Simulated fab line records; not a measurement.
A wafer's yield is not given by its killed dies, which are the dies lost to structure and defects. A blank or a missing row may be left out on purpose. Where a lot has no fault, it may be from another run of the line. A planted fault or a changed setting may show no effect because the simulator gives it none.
Comparing a struck lot with a sound one ; flow n5_finfet ; 16 out of 1938 route steps
Sound: these wafers, L177.1, L177.3, L177.5. Struck: wafer L180.2. The cause is named last.
Each step with rows lists, per side, the tool, then ch with its chambers, then its first start. Under that, the readings that differ: sound wafers ; struck wafers ; difference of the means ; sigmas: that difference in standard deviations of wafers without a fault.
alike: same words and numbers on both sides, and readings whose means sit less than 2 such deviations apart. not compared: any withheld reading, any reading some wafer has no value for, any bound like >300 that may hide the same value, and any number with overlapping values for which the record gives no deviation.
Wherever a step has rows on one side only, a row that says differs or no value, or a row with sigmas, the two part there. Numbers that don't overlap but have no deviation are shown without sigmas and don't part them. A reading that every wafer of one side lacks parts them only if that side has two wafers or more.

first, 5 steps without rows for these wafers: N5_BEOL_M4_EBR_24; N5_BEOL_M4_SOFTBAKE_23 (time 60 s); N5_BEOL_M4_EXPOSE_25 (exposes mask V3, defocus 5 nm); N5_BEOL_M4_PEB_26 (peb time 60 s); N5_BEOL_M4_DEVELOP_27 (develop time 30 s).
N5_BEOL_M4_CD_MEAS_28: target cd 26.2 nm, target cd y 24.1 nm.
  sound on cd_sem-01 ch 0, day 9 07:16; struck on cd_sem-03 ch 0, day 10 08:12
  alike: cd_nm
N5_BEOL_M4_OVL_MEAS_29:
  sound on overlay-01 ch 0, day 9 07:17; struck on overlay-01 ch 0, day 10 08:14
  alike: V3_OVL
N5_BEOL_M4_INSPECT_30: inspects for defects (brightfield).
  sound on defect_inspect-02 at day 9 07:21; struck on defect_inspect-01 at day 10 08:17
reading;sound;struck;difference;sigmas
raw_defect_count;437 733 569;368;-212;-2
N5_BEOL_M4_DESCUM_33: chemistry O2, time 7 s.
  sound on rie_diel-01 ch 0,1,3, day 9 07:23; struck on rie_diel-03 ch 2, day 10 08:19
reading;sound;struck;difference;sigmas
oes_product_au (a.u.);0.88 0.88 0.87;0.68;-0.20;-3
  alike: drypump_motor_current_A, rf_vpp_V, showerhead_plenum_p_Torr, throttle_valve_pct
  not compared: rf_hours_counter_h
N5_BEOL_M4_ETCH_77: etches underlayer in N2/H2, target depth 6.5 nm, time 5.2 s.
  sound on rie_diel-01 ch 0,1,3, day 9 07:25; struck on rie_diel-03 ch 2, day 10 08:22
reading;sound;struck;difference;sigmas
etch_rf_on_time_s (s);5.30 5.00 4.97;5.44;+0.35;+2
oes_product_au (a.u.);0.75 0.76 0.75;0.56;-0.19;-3
  alike: drypump_motor_current_A, rf_vpp_V, showerhead_plenum_p_Torr, throttle_valve_pct
  not compared: rf_hours_counter_h
N5_BEOL_M4_ETCH_69: etches SiARC in CF4, target depth 15.6 nm, time 26 s.
  sound on rie_diel-01 ch 0,1,3, day 9 07:26; struck on rie_diel-03 ch 2, day 10 08:23
reading;sound;struck;difference;sigmas
oes_product_au (a.u.);0.74 0.76 0.75;0.58;-0.17;-3
  alike: drypump_motor_current_A, etch_rf_on_time_s, rf_vpp_V, showerhead_plenum_p_Torr, throttle_valve_pct
  not compared: rf_hours_counter_h
N5_BEOL_M4_ALD_98: deposits SiO2, target thk 2.5 nm, pulse time 1 s, co reactant pulse time 1 s.
  sound on ald_sin-01 ch 2,3, day 9 07:31; struck on ald_sin-01 ch 0, day 10 08:28
reading;sound;struck;difference;sigmas
heater_power_w (W);80 77 78;70;-8;-2
  alike: precursor_pulse_height_rel
N5_BEOL_M4_ETCHBACK_99: etches SiO2 in CHF3, target depth 5 nm, time 10.4 s.
  sound on rie_diel-01 ch 0,2,3, day 9 21:02; struck on rie_diel-01 ch 1, day 10 19:36
reading;sound;struck;difference;sigmas
oes_product_au (a.u.);0.91 0.88 0.85;0.69;-0.19;-5
model.CAR-EUV_of_BEOL_M4_COAT_22.thk_nm (nm);10.6 10.4 10.4;10.8;+0.3;
  alike: drypump_motor_current_A, rf_vpp_V, showerhead_plenum_p_Torr, throttle_valve_pct
  not compared: rf_hours_counter_h
N5_BEOL_M4_ETCH_70: etches SOC in N2/H2, target depth 80 nm, overetch 24 nm, time 130 s.
  sound on rie_diel-01 ch 0,2,3, day 9 21:04; struck on rie_diel-01 ch 1, day 10 19:38
  alike: drypump_motor_current_A, oes_product_au, rf_vpp_V, showerhead_plenum_p_Torr, throttle_valve_pct
  not compared: rf_hours_counter_h
N5_BEOL_M4_RC_MEAS_101:
  sound on prober-01 ch 0, day 10 01:20; struck on prober-01 ch 0, day 11 00:26
reading;sound;struck;difference;sigmas
ION_P (uA/um);466 476 469;454;-16;-2
  alike: DIBL_N, DIBL_P, IOFF_N, IOFF_P, ION_N, SS_N, SS_P, VT_N, VT_P
then, 1 step without rows for these wafers: N5_PASSIVATION_PROBE_49.

## WHERE THEY PART
Earliest at N5_BEOL_M4_INSPECT_30; latest, in this record, at N5_BEOL_M4_RC_MEAS_101.

WHY: whatever the simulator had introduced
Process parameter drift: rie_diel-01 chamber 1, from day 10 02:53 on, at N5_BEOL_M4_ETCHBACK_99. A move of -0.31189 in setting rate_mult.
